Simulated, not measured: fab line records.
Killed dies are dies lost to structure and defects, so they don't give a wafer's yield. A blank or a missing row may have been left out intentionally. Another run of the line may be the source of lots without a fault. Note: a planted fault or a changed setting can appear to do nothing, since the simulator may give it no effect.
Chamber matching | flow nand harc | NHARC_A_CHANNEL_HOLE_D1_DEP_01 on pecvd-01 has 3 sister chambers
The step deposits SiON, target thk 140 nm. 6 wafers are shown with their chamber, then 7 later ones without.

WAFERS WITH THEIR CHAMBER
wafer  | chamber | heater power w (W) | susceptor temp C (C)
L848.3 | 2       | 621                | 400.12
L854.4 | 1       | 986                | 399.74
L856.4 | 1       | 913                | 400.40
L856.6 | 0       | 946                | 399.86
L857.1 | 2       | 635                | 400.27
L857.2 | 0       | 937                | 400.29

WAFERS WITH NO CHAMBER GIVEN
wafer  | heater power w (W) | susceptor temp C (C)
L857.5 | 633                | 399.95
L859.2 | 892                | 400.37
L859.5 | 898                | 399.77
L859.6 | 639                | 400.15
L868.1 | 872                | 399.87
L868.4 | 865                | 399.71
L868.6 | 998                | 399.90

THE CHAMBER EACH PASSED THROUGH
wafer  | from the rows above     | in truth
L857.5 | 2                       | 2
L859.2 | can't be placed: 0 or 1 | 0
L859.5 | can't be placed: 0 or 1 | 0
L859.6 | 2                       | 2
L868.1 | can't be placed: 0 or 1 | 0
L868.4 | can't be placed: 0 or 1 | 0
L868.6 | can't be placed: 1 or 0 | 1
Correctly placed: 2 of 7. Unplaceable from these rows: 5, with the true chamber sitting among the candidates in 5. Number placed wrongly: 0.
How it was worked out, from the rows above alone: a wafer's distance from a chamber is the root of the sum, over the readings, of the square of ((its reading less the chamber's mean) divided by the reading's scatter). If the next closest chamber is less than 2 further off than the closest, the wafer can't be placed; otherwise it belongs to the closest. The mean given for a chamber averages the wafers shown for that chamber. The scatter: take each reading less its chamber's mean, square it, sum over the shown wafers, divide by the number of wafers less the number of chambers, and take the root.
